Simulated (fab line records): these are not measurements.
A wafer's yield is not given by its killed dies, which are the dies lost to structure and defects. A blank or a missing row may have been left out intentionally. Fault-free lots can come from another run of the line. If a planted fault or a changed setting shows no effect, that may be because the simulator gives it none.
Which tool was responsible? || flow nand harc || 15 lots with 45 wafers sampled at 4 steps, on a route of 1302 steps

== WHAT THE GAUGES SHOWED, per wafer ==
The record lacks any reading of a measuring or inspecting step that a usual standard deviation could be used to judge.

== WHAT TOOL EACH LOT RAN ON (gives the tool, then ch and the chambers of the sampled wafers, and finally the start) ==
{"lot": "L131", "NHARC_A_CONTACT_ETCH_131": "har cap etch-03 ch 0,1, day 22 01:03", "NHARC_A_CONTACT_ETCH_133": "har cap etch-03 ch 0,1, day 22 01:26", "NHARC_A_CONTACT_EXPOSE_05": "arfi scanner-02 ch 0, day 22 07:44", "NHARC_A_CONTACT_ETCH_30": "rie diel-11 ch 0,2,3, no start"}
{"lot": "L132", "NHARC_A_CONTACT_ETCH_131": "har cap etch-02 ch 0,1, day 22 01:44", "NHARC_A_CONTACT_ETCH_133": "har cap etch-02 ch 0,1, day 22 02:16", "NHARC_A_CONTACT_EXPOSE_05": "arfi scanner-03 ch 0, day 22 07:56", "NHARC_A_CONTACT_ETCH_30": "rie diel-08 ch 2,3, no start"}
{"lot": "L134", "NHARC_A_CONTACT_ETCH_131": "har cap etch-03 ch 0,1, day 23 11:49", "NHARC_A_CONTACT_ETCH_133": "har cap etch-03 ch 0,1, day 23 12:10", "NHARC_A_CONTACT_EXPOSE_05": "arfi scanner-03 ch 0, day 23 17:41", "NHARC_A_CONTACT_ETCH_30": "rie diel-11 ch 0,3, no start"}
{"lot": "L139", "NHARC_A_CONTACT_ETCH_131": "har cap etch-02 ch 0,1, day 25 14:07", "NHARC_A_CONTACT_ETCH_133": "har cap etch-02 ch 0,1, day 25 14:34", "NHARC_A_CONTACT_EXPOSE_05": "arfi scanner-02, day 25 18:35", "NHARC_A_CONTACT_ETCH_30": "rie diel-11 ch 0,1, no start"}
{"lot": "L142", "NHARC_A_CONTACT_ETCH_131": "har cap etch-03 ch 0, day 26 16:10", "NHARC_A_CONTACT_ETCH_133": "har cap etch-03 ch 0, day 26 16:34", "NHARC_A_CONTACT_EXPOSE_05": "arfi scanner-03, day 27 03:55", "NHARC_A_CONTACT_ETCH_30": "rie diel-03 ch 0,2,3, no start"}
{"lot": "L141", "NHARC_A_CONTACT_ETCH_131": "har cap etch-01 ch 0,1, day 26 16:50", "NHARC_A_CONTACT_ETCH_133": "har cap etch-01 ch 0,1, day 26 17:14", "NHARC_A_CONTACT_EXPOSE_05": "arfi scanner-02, day 27 04:04", "NHARC_A_CONTACT_ETCH_30": "rie diel-11 ch 1,2, no start"}
{"lot": "L144", "NHARC_A_CONTACT_ETCH_131": "har cap etch-02 ch 0,1, day 27 11:57", "NHARC_A_CONTACT_ETCH_133": "har cap etch-02 ch 0,1, day 27 12:23", "NHARC_A_CONTACT_EXPOSE_05": "arfi scanner-03 ch 0, day 27 16:34", "NHARC_A_CONTACT_ETCH_30": "rie diel-11 ch 0,2,3, no start"}
{"lot": "L145", "NHARC_A_CONTACT_ETCH_131": "har cap etch-01 ch 0,1, day 27 21:20", "NHARC_A_CONTACT_ETCH_133": "har cap etch-01 ch 0,1, day 27 21:44", "NHARC_A_CONTACT_EXPOSE_05": "arfi scanner-01 ch 0, day 28 02:23", "NHARC_A_CONTACT_ETCH_30": "rie diel-11 ch 1,3, no start"}
{"lot": "L146", "NHARC_A_CONTACT_ETCH_131": "har cap etch-02 ch 0,1, day 27 23:10", "NHARC_A_CONTACT_ETCH_133": "har cap etch-02 ch 0,1, day 27 23:39", "NHARC_A_CONTACT_EXPOSE_05": "arfi scanner-01 ch 0, day 28 03:34", "NHARC_A_CONTACT_ETCH_30": "rie diel-03 ch 1,2, no start"}
{"lot": "L148", "NHARC_A_CONTACT_ETCH_131": "har cap etch-01 ch 0,1, day 28 23:17", "NHARC_A_CONTACT_ETCH_133": "har cap etch-01 ch 0,1, day 28 23:40", "NHARC_A_CONTACT_EXPOSE_05": "arfi scanner-03 ch 0, day 29 05:54", "NHARC_A_CONTACT_ETCH_30": "rie diel-11 ch 0,1,2, no start"}
{"lot": "L149", "NHARC_A_CONTACT_ETCH_131": "har cap etch-02 ch 1, day 30 00:25", "NHARC_A_CONTACT_ETCH_133": "har cap etch-02 ch 1, day 30 00:49", "NHARC_A_CONTACT_EXPOSE_05": "arfi scanner-03 ch 0, day 30 08:30", "NHARC_A_CONTACT_ETCH_30": "rie diel-08 ch 0,1,3, no start"}
{"lot": "L150", "NHARC_A_CONTACT_ETCH_131": "har cap etch-01 ch 0,1, day 30 06:40", "NHARC_A_CONTACT_ETCH_133": "har cap etch-01 ch 0,1, day 30 07:01", "NHARC_A_CONTACT_EXPOSE_05": "arfi scanner-02 ch 0, day 30 12:17", "NHARC_A_CONTACT_ETCH_30": "rie diel-11 ch 1,3, no start"}
{"lot": "L152", "NHARC_A_CONTACT_ETCH_131": "har cap etch-03 ch 0,1, day 30 22:56", "NHARC_A_CONTACT_ETCH_133": "har cap etch-03 ch 0,1, day 30 23:24", "NHARC_A_CONTACT_EXPOSE_05": "arfi scanner-03 ch 0, day 31 03:29", "NHARC_A_CONTACT_ETCH_30": "rie diel-11 ch 2,3, no start"}
{"lot": "L154", "NHARC_A_CONTACT_ETCH_131": "har cap etch-02 ch 0, day 31 01:46", "NHARC_A_CONTACT_ETCH_133": "har cap etch-02 ch 0, day 31 02:07", "NHARC_A_CONTACT_EXPOSE_05": "arfi scanner-02 ch 0, day 31 08:40", "NHARC_A_CONTACT_ETCH_30": "rie diel-11 ch 0,2,3, no start"}
{"lot": "L151", "NHARC_A_CONTACT_ETCH_131": "har cap etch-03 ch 0,1, day 31 06:47", "NHARC_A_CONTACT_ETCH_133": "har cap etch-03 ch 0,1, day 31 07:08", "NHARC_A_CONTACT_EXPOSE_05": "arfi scanner-02 ch 0, day 31 11:34", "NHARC_A_CONTACT_ETCH_30": "rie diel-11 ch 1,2, no start"}
- NHARC_A_CONTACT_ETCH_131: etches the open film in C4F8/O2/Ar, time 197 s, target depth 1918 nm.
- NHARC_A_CONTACT_ETCH_133: etches the open film in C4F8/O2/Ar, time 374 s, target depth 1610 nm.
- NHARC_A_CONTACT_EXPOSE_05: exposes mask A CC.
- NHARC_A_CONTACT_ETCH_30: etches the open film in CF4/CHF3, target depth 72.6 nm, time 36.3 s.

== WHAT THE TOOLS THEMSELVES READ (means of the sampled wafers that have a number; where no wafer has one, the mark that the record gives instead) ==
NHARC_A_CONTACT_EXPOSE_05. Usual: exposure dose mJ cm2 84.26, standard deviation 0.079; focus offset nm 0.0 nm, standard deviation 0.54.
{"lot": "L131", "tool": "arfi scanner-02", "exposure dose mJ cm2": 84.28, "focus offset nm (nm)": -0.4, "flag": ""}
{"lot": "L132", "tool": "arfi scanner-03", "exposure dose mJ cm2": 84.27, "focus offset nm (nm)": -0.4, "flag": ""}
{"lot": "L134", "tool": "arfi scanner-03", "exposure dose mJ cm2": 84.30, "focus offset nm (nm)": -0.0, "flag": ""}
{"lot": "L139", "tool": "arfi scanner-02", "exposure dose mJ cm2": "-", "focus offset nm (nm)": "-", "flag": "OFF"}
{"lot": "L142", "tool": "arfi scanner-03", "exposure dose mJ cm2": "-", "focus offset nm (nm)": "-", "flag": "OFF"}
{"lot": "L141", "tool": "arfi scanner-02", "exposure dose mJ cm2": "-", "focus offset nm (nm)": "-", "flag": "OFF"}
{"lot": "L144", "tool": "arfi scanner-03", "exposure dose mJ cm2": 84.29, "focus offset nm (nm)": -0.1, "flag": ""}
{"lot": "L145", "tool": "arfi scanner-01", "exposure dose mJ cm2": 84.26, "focus offset nm (nm)": -0.3, "flag": ""}
{"lot": "L146", "tool": "arfi scanner-01", "exposure dose mJ cm2": 84.14, "focus offset nm (nm)": 0.3, "flag": ""}
{"lot": "L148", "tool": "arfi scanner-03", "exposure dose mJ cm2": 84.25, "focus offset nm (nm)": 0.2, "flag": ""}
{"lot": "L149", "tool": "arfi scanner-03", "exposure dose mJ cm2": 84.24, "focus offset nm (nm)": 0.6, "flag": ""}
{"lot": "L150", "tool": "arfi scanner-02", "exposure dose mJ cm2": 84.30, "focus offset nm (nm)": -0.4, "flag": ""}
{"lot": "L152", "tool": "arfi scanner-03", "exposure dose mJ cm2": 84.27, "focus offset nm (nm)": -0.1, "flag": ""}
{"lot": "L154", "tool": "arfi scanner-02", "exposure dose mJ cm2": 84.29, "focus offset nm (nm)": -0.0, "flag": ""}
{"lot": "L151", "tool": "arfi scanner-02", "exposure dose mJ cm2": 84.26, "focus offset nm (nm)": -0.1, "flag": ""}

NHARC_A_CONTACT_ETCH_30. Usual: drypump motor current A 5.8 A, standard deviation 0.52; oes product au 0.938 a.u., standard deviation 0.021; rf vpp V 370.4 V, standard deviation 2.1; showerhead plenum p Torr 1.57 Torr, standard deviation 0.057; throttle valve pct 16.802 %, standard deviation 0.0096.
{"lot": "L131", "tool": "rie diel-11", "drypump motor current A (A)": 5.7, "oes product au (a.u.)": 0.973, "rf vpp V (V)": 370.4, "showerhead plenum p Torr (Torr)": 1.57, "throttle valve pct (%)": 16.798, "flag": ""}
{"lot": "L132", "tool": "rie diel-08", "drypump motor current A (A)": 6.2, "oes product au (a.u.)": 0.927, "rf vpp V (V)": 371.7, "showerhead plenum p Torr (Torr)": 1.61, "throttle valve pct (%)": 16.804, "flag": ""}
{"lot": "L134", "tool": "rie diel-11", "drypump motor current A (A)": 6.1, "oes product au (a.u.)": 0.934, "rf vpp V (V)": 369.4, "showerhead plenum p Torr (Torr)": 1.53, "throttle valve pct (%)": 16.800, "flag": ""}
{"lot": "L139", "tool": "rie diel-11", "drypump motor current A (A)": 5.4, "oes product au (a.u.)": 0.964, "rf vpp V (V)": 371.2, "showerhead plenum p Torr (Torr)": 1.60, "throttle valve pct (%)": 16.814, "flag": ""}
{"lot": "L142", "tool": "rie diel-03", "drypump motor current A (A)": 6.1, "oes product au (a.u.)": 0.925, "rf vpp V (V)": 369.1, "showerhead plenum p Torr (Torr)": 1.56, "throttle valve pct (%)": 16.802, "flag": ""}
{"lot": "L141", "tool": "rie diel-11", "drypump motor current A (A)": 5.5, "oes product au (a.u.)": 0.971, "rf vpp V (V)": 371.8, "showerhead plenum p Torr (Torr)": 1.59, "throttle valve pct (%)": 16.807, "flag": ""}
{"lot": "L144", "tool": "rie diel-11", "drypump motor current A (A)": 5.7, "oes product au (a.u.)": 0.972, "rf vpp V (V)": 370.6, "showerhead plenum p Torr (Torr)": 1.57, "throttle valve pct (%)": 16.797, "flag": ""}
{"lot": "L145", "tool": "rie diel-11", "drypump motor current A (A)": 5.8, "oes product au (a.u.)": 0.921, "rf vpp V (V)": 369.3, "showerhead plenum p Torr (Torr)": 1.55, "throttle valve pct (%)": 16.817, "flag": ""}
{"lot": "L146", "tool": "rie diel-03", "drypump motor current A (A)": 6.1, "oes product au (a.u.)": 0.985, "rf vpp V (V)": 369.2, "showerhead plenum p Torr (Torr)": 1.53, "throttle valve pct (%)": 16.806, "flag": ""}
{"lot": "L148", "tool": "rie diel-11", "drypump motor current A (A)": 5.4, "oes product au (a.u.)": 0.925, "rf vpp V (V)": 371.2, "showerhead plenum p Torr (Torr)": 1.60, "throttle valve pct (%)": 16.808, "flag": ""}
{"lot": "L149", "tool": "rie diel-08", "drypump motor current A (A)": 6.0, "oes product au (a.u.)": 0.924, "rf vpp V (V)": 370.1, "showerhead plenum p Torr (Torr)": 1.56, "throttle valve pct (%)": 16.802, "flag": ""}
{"lot": "L150", "tool": "rie diel-11", "drypump motor current A (A)": 6.1, "oes product au (a.u.)": 0.928, "rf vpp V (V)": 368.3, "showerhead plenum p Torr (Torr)": 1.51, "throttle valve pct (%)": 16.796, "flag": ""}
{"lot": "L152", "tool": "rie diel-11", "drypump motor current A (A)": 6.1, "oes product au (a.u.)": 0.927, "rf vpp V (V)": 369.6, "showerhead plenum p Torr (Torr)": 1.52, "throttle valve pct (%)": 16.798, "flag": ""}
{"lot": "L154", "tool": "rie diel-11", "drypump motor current A (A)": 5.7, "oes product au (a.u.)": 0.924, "rf vpp V (V)": 370.0, "showerhead plenum p Torr (Torr)": 1.57, "throttle valve pct (%)": 16.794, "flag": ""}
{"lot": "L151", "tool": "rie diel-11", "drypump motor current A (A)": 5.4, "oes product au (a.u.)": 0.922, "rf vpp V (V)": 370.8, "showerhead plenum p Torr (Torr)": 1.59, "throttle valve pct (%)": 16.800, "flag": ""}

== THE ANSWER, worked out from the rows above alone ==
Rule: lot off if the mean of its wafers having a number is beyond 3 standard deviations from the usual mean. A lot without any number at a reading at which 4 lots or more have one is off too. Any other lot the step has rows for is counted as sound. After the gauges, taken in route order, come the tools' own readings; for these a lot's mean is taken, as printed above. At the first step where some lot is off, the reading lying furthest off is the one used; lots without a number count as furthest.
Off at NHARC_A_CONTACT_EXPOSE_05 (exposure dose mJ cm2): L139, L142, L141. Without a number there: L139, L142, L141.
A tool fits if, at that step or a process step before it, it ran every lot that is off, and no sound lot after the first of them. Not one of the candidates tried fits.

== WHAT WAS PUT IN BY THE SIMULATOR ==
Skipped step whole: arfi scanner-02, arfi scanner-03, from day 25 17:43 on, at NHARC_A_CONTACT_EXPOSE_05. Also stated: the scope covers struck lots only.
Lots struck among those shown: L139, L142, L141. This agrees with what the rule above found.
